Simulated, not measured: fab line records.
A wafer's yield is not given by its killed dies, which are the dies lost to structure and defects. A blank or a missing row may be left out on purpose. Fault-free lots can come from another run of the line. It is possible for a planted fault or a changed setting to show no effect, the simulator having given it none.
Which tool was responsible?    flow nand-harc    Sampling: 12 lots, 36 wafers, 6 of 1159 route steps

WHAT EACH GAUGE READ, for each wafer
NHARC_P_M2_THK_MEAS_24: measures by xrf. Usual: 144.0 nm for thk-nm, sd 1.3.
lot   measured      on             thk-nm (nm)        flag
L584  day 6 23:42   film-metro-01  147.5 143.1 145.5  
L586  day 6 23:50   film-metro-01  146.1 143.5 144.4  
L587  day 7 00:43   film-metro-01  143.9 143.5 143.1  
L588  day 7 05:14   film-metro-01  142.3 145.1 144.3  
L589  day 7 05:44   film-metro-01  145.1 143.5 143.2  
L590  day 7 18:24   film-metro-02  145.4 144.5 144.0  
L591  day 8 01:48   film-metro-01  143.8 143.7 145.2  
L592  day 8 03:21   film-metro-01  142.8 144.4 146.1  
L596  day 9 17:57   film-metro-01  144.7 142.9 136.5  
L599  day 10 02:22  film-metro-02  144.5 143.0 142.0  
L604  day 11 05:44  film-metro-02  143.4 142.5 144.4  
L607  day 11 20:10  film-metro-01  142.5 144.7 145.0  

NHARC_END_SORT_01. Usual: defect-limited-yield 95.3 %, standard deviation 1.6; killed-at-array 28, standard deviation 10; killed-at-other 0.6, standard deviation 0.85; killed-at-periphery 3.3, standard deviation 2.3; killed-dies 32, standard deviation 11; killed-open 3.3, standard deviation 1.5; killed-short 2.1, standard deviation 1.4; sort_bin_2_pct 1.5 %, standard deviation 0.63; sort_bin_3_pct 0.25 %, standard deviation 0.21; sort_bin_4_pct 3.0 %, standard deviation 1.1; sort-n-pass 645, standard deviation 11; sort-rim-yield-pct 97.6 %, standard deviation 1.6; sort-yield-pct 95.3 %, standard deviation 1.6.
lot   measured      on         defect-limited-yield (%)  killed-at-array  killed-at-other  killed-at-periphery  killed-dies  killed-open  killed-short  sort_bin_2_pct (%)  sort_bin_3_pct (%)  sort_bin_4_pct (%)  sort-n-pass  sort-rim-yield-pct (%)  sort-yield-pct (%)  flag
L604  day 23 08:01  prober-01  95.0 95.1 95.9            30 28 26         0 0 0            4 5 2                34 33 28     4 2 1        1 0 1         2.2 2.1 1.3         0.15 0.15 0.30      2.7 2.7 2.5         643 644 649  98.1 97.2 99.1          95.0 95.1 95.9      

EACH LOT AND THE TOOL THAT RAN IT (in order: tool; ch and the chambers of the sampled wafers; start)
lot   NHARC_P_M1_PVD_21                        NHARC_P_M2_PRE_CLEAN_30                  NHARC_P_M2_PVD_21                        NHARC_P_M2_CMP_23
L584  pvd-sputter-02, day 6 23:23 or earlier   pvd-sputter-03, day 6 23:23 or earlier   pvd-sputter-03, day 6 23:23 or earlier   cmp-02 ch 0,2,3, day 6 23:23
L586  pvd-sputter-03, day 6 23:31 or earlier   pvd-sputter-02, day 6 23:31 or earlier   pvd-sputter-02, day 6 23:31 or earlier   cmp-04 ch 0,1,3, day 6 23:31
L587  pvd-sputter-01, day 7 00:27 or earlier   pvd-sputter-03, day 7 00:27 or earlier   pvd-sputter-03, day 7 00:27 or earlier   cmp-01 ch 1,2,3, day 7 00:27
L588  pvd-sputter-02, day 7 04:57 or earlier   pvd-sputter-03, day 7 04:57 or earlier   pvd-sputter-03, day 7 04:57 or earlier   cmp-04 ch 0,2,3, day 7 04:57
L589  pvd-sputter-03, day 7 05:25 or earlier   pvd-sputter-01, day 7 05:25 or earlier   pvd-sputter-01, day 7 05:25 or earlier   cmp-02 ch 0,3, day 7 05:25
L590  pvd-sputter-03, day 7 18:05 or earlier   pvd-sputter-02, day 7 18:05 or earlier   pvd-sputter-02, day 7 18:05 or earlier   cmp-01 ch 2,3, day 7 18:05
L591  pvd-sputter-02, day 8 01:32 or earlier   pvd-sputter-03, day 8 01:32 or earlier   pvd-sputter-03, day 8 01:32 or earlier   cmp-02 ch 0,1,3, day 8 01:32
L592  pvd-sputter-02, day 8 03:02 or earlier   pvd-sputter-03, day 8 03:02 or earlier   pvd-sputter-03, day 8 03:02 or earlier   cmp-01 ch 1,2,3, day 8 03:02
L596  pvd-sputter-02, day 9 17:41 or earlier   pvd-sputter-01, day 9 17:41 or earlier   pvd-sputter-01, day 9 17:41 or earlier   cmp-01 ch 0,1,2, day 9 17:41
L599  pvd-sputter-01, day 10 02:06 or earlier  pvd-sputter-01, day 10 02:06 or earlier  pvd-sputter-01, day 10 02:06 or earlier  cmp-02 ch 1,2,3, day 10 02:06
L604  pvd-sputter-02, day 11 05:25 or earlier  pvd-sputter-03, day 11 05:25 or earlier  pvd-sputter-03, day 11 05:25 or earlier  cmp-04 ch 0,2,3, day 11 05:25
L607  pvd-sputter-02, day 11 19:52 or earlier  pvd-sputter-03, day 11 19:52 or earlier  pvd-sputter-03, day 11 19:52 or earlier  cmp-02 ch 0,1,3, day 11 19:52
- NHARC_P_M1_PVD_21: deposits Cu, target thk 30 nm, time 20.49 s.
- NHARC_P_M2_PRE_CLEAN_30: time 30 s.
- NHARC_P_M2_PVD_21: deposits Cu, target thk 30 nm, time 20.49 s.
- NHARC_P_M2_CMP_23: polishes, t overpolish 20 s, target thk 144.3 nm.

WHAT THE TOOLS THEMSELVES READ (means of the sampled wafers that have a number; where no wafer has one, the mark that the record gives instead)
NHARC_P_M1_PVD_21. Usual: 29.7 % for throttle-valve-pct, sd 1.1.
lot   tool            throttle-valve-pct (%)  flag
L584  pvd-sputter-02  29.2                    
L586  pvd-sputter-03  30.6                    
L587  pvd-sputter-01  30.4                    
L588  pvd-sputter-02  29.6                    
L589  pvd-sputter-03  29.6                    
L590  pvd-sputter-03  29.1                    
L591  pvd-sputter-02  29.4                    
L592  pvd-sputter-02  29.7                    
L596  pvd-sputter-02  29.3                    
L599  pvd-sputter-01  30.7                    
L604  pvd-sputter-02  29.5                    
L607  pvd-sputter-02  29.7                    

NHARC_P_M2_PRE_CLEAN_30. Usual: 386 W for heater-power-w, sd 43.
lot   tool            heater-power-w (W)  flag
L584  pvd-sputter-03  394                 
L586  pvd-sputter-02  341                 
L587  pvd-sputter-03  401                 
L588  pvd-sputter-03  375                 
L589  pvd-sputter-01  409                 
L590  pvd-sputter-02  366                 
L591  pvd-sputter-03  359                 
L592  pvd-sputter-03  365                 
L596  pvd-sputter-01  412                 
L599  pvd-sputter-01  437                 
L604  pvd-sputter-03  394                 
L607  pvd-sputter-03  365                 

NHARC_P_M2_PVD_21. Usual: 29.8 % for throttle-valve-pct, sd 1.2.
lot   tool            throttle-valve-pct (%)  flag
L584  pvd-sputter-03  29.0                    
L586  pvd-sputter-02  29.3                    
L587  pvd-sputter-03  29.1                    
L588  pvd-sputter-03  29.7                    
L589  pvd-sputter-01  31.4                    
L590  pvd-sputter-02  29.4                    
L591  pvd-sputter-03  30.2                    
L592  pvd-sputter-03  28.9                    
L596  pvd-sputter-01  30.8                    
L599  pvd-sputter-01  31.4                    
L604  pvd-sputter-03  30.0                    
L607  pvd-sputter-03  30.0                    

NHARC_P_M2_CMP_23. Usual: motor-current-A 12.6 A, standard deviation 1.2; time-to-endpoint-s 28.3 s, standard deviation 2.5.
lot   tool    motor-current-A (A)  time-to-endpoint-s (s)  flag
L584  cmp-02  13.4                 27.6                    
L586  cmp-04  12.5                 26.6                    
L587  cmp-01  12.2                 27.7                    
L588  cmp-04  13.0                 25.4                    
L589  cmp-02  12.9                 27.7                    
L590  cmp-01  12.9                 32.3                    
L591  cmp-02  12.7                 31.1                    
L592  cmp-01  12.3                 27.8                    
L596  cmp-01  11.6                 25.6                    
L599  cmp-02  13.2                 30.9                    
L604  cmp-04  13.8                 24.9                    
L607  cmp-02  12.9                 32.6                    

THE ANSWER, worked out from the rows above alone
Rule: a lot is off if the mean of its wafers that have a number lies more than 3 standard deviations from the usual mean. Also off: a lot with no number at a reading for which 4 or more lots have one. Where the step has rows for the other lots, those lots are counted as sound. Order of review: gauges by route order, followed by the tools' own readings, for which a lot's mean as printed above is used. At the first step where some lot is off, the reading lying furthest off is the one used; lots without a number count as furthest.
None of the lots is off at any reading shown; this tells nothing.

WHAT THE SIMULATOR HAD INSERTED
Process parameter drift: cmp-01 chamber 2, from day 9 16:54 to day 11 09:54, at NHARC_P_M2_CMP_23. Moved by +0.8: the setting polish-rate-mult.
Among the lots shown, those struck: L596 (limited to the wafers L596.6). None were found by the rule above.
